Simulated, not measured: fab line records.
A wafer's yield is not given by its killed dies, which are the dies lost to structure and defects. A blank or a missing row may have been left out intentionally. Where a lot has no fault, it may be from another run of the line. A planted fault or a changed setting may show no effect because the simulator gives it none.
Lot-split experiment ; flow n5Finfet ; route with 1938 steps; 7 lots, 21 wafers read

## THE SPLIT ITSELF
At N5_BEOL_M0_ETCH_128 (etches SiCN in CF4/N2, target depth 12 nm, overetch 5.1 nm, time 21.4 s), the setting sourceW was moved away from the recipe's 430 W on 4 of the 21 wafers read, by -14.7% to +14.3%. The other wafers ran this setting at the recipe's value.

Reading taken at the split's own step.

## THE READING
rfVppV, in V, at N5_BEOL_M0_ETCH_128 (etches SiCN in CF4/N2, target depth 12 nm, overetch 5.1 nm, time 21.4 s). Fault-free wafers of this fab line usually give 382.3 V, standard deviation 1.9 V.

wafer;tool, chamber at the split;sourceW as run, W;against the recipe;rfVppV, V;against lot-mates on the recipe
L079.1;rieDiel-01, 0;366.8;-14.7%;403.4;+22.4
L079.2;rieDiel-01, 1;430;recipe;382.0;-
L079.6;rieDiel-01, 3;430;recipe;380.0;-
L080.2;rieDiel-01, 1;430;recipe;381.6;-
L080.3;rieDiel-01, 0;430;recipe;380.9;-
L080.5;rieDiel-01, 0;402.4;-6.4%;389.5;+8.2
L082.2;rieDiel-01, 1;430;recipe;382.1;-
L082.3;rieDiel-01, 3;430;recipe;381.2;-
L082.5;rieDiel-01, 1;430;recipe;382.2;-
L085.1;rieDiel-05, 2;430;recipe;382.1;-
L085.2;rieDiel-05, 1;430;recipe;383.2;-
L085.5;rieDiel-05, 1;430;recipe;383.8;-
L093.2;rieDiel-05, 0;430;recipe;381.4;-
L093.4;rieDiel-05, 1;430;recipe;383.6;-
L093.5;rieDiel-05, 1;430;recipe;383.5;-
L094.1;rieDiel-06, 0;430;recipe;385.6;-
L094.3;rieDiel-06, 2;430;recipe;381.3;-
L094.5;rieDiel-06, 1;430;recipe;385.8;-
L097.2;rieDiel-01, 3;430;recipe;380.3;-
L097.3;rieDiel-01, 2;491.4;+14.3%;364.2;-16.1
L097.6;rieDiel-01, 2;491.4;+14.3%;363.1;-17.2

FIT RESULTS
A straight line over all 21 wafers: rfVppV changes by -1.34 V for each +1% of sourceW; r = -0.98; the points scatter about the line by 1.6 V.
The same after taking each lot's own level away (the mean of its wafers on the recipe; 21 wafers): -1.29 V for each +1%; r = -0.98; scatter 1.4 V.
On that fit, the largest move of sourceW shifts the reading by 19 V.
The lots' own levels span 380.30 to 384.23 V, that is 2.1 times the standard deviation above.
So the lot-to-lot level changes the slope little: the two slopes agree.
Check: for one of the wafers moved furthest among these (-14.7%), held out of the fit, the line's prediction against its lot-mates is +17.4 V. Against them it came out at +22.4 V.
Tool readings at the split's step, against how far the setting was moved: rfVppV r = -0.98.

## ADDITIONAL SPLITS CARRIED BY THESE WAFERS
Note: prior to the reading, these wafers also went through further splits. Each is held against what the fit with the lots' levels taken away leaves over:
other split on the same wafers;wafers away from the commonest value;r with rfVppV (lot level and that fit taken away)
N5_GATE_CUT_COAT_34 spinRpm;6;-0.34
N5_GATE_CUT_DESCUM_18 timeS;10;-0.18
N5_MOL_CONTACT_COAG_PECVD_31 tempC;7;+0.07
N5_MOL_CONTACT_COAG_COAT_76 spinRpm;3;-0.03
N5_BEOL_M0_SAQP_SPACER1_ALD_98 tempC;3;+0.05

## FILE'S OWN FIT
rfVppV changes by -1.34 V for each +1% of sourceW, r = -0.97.
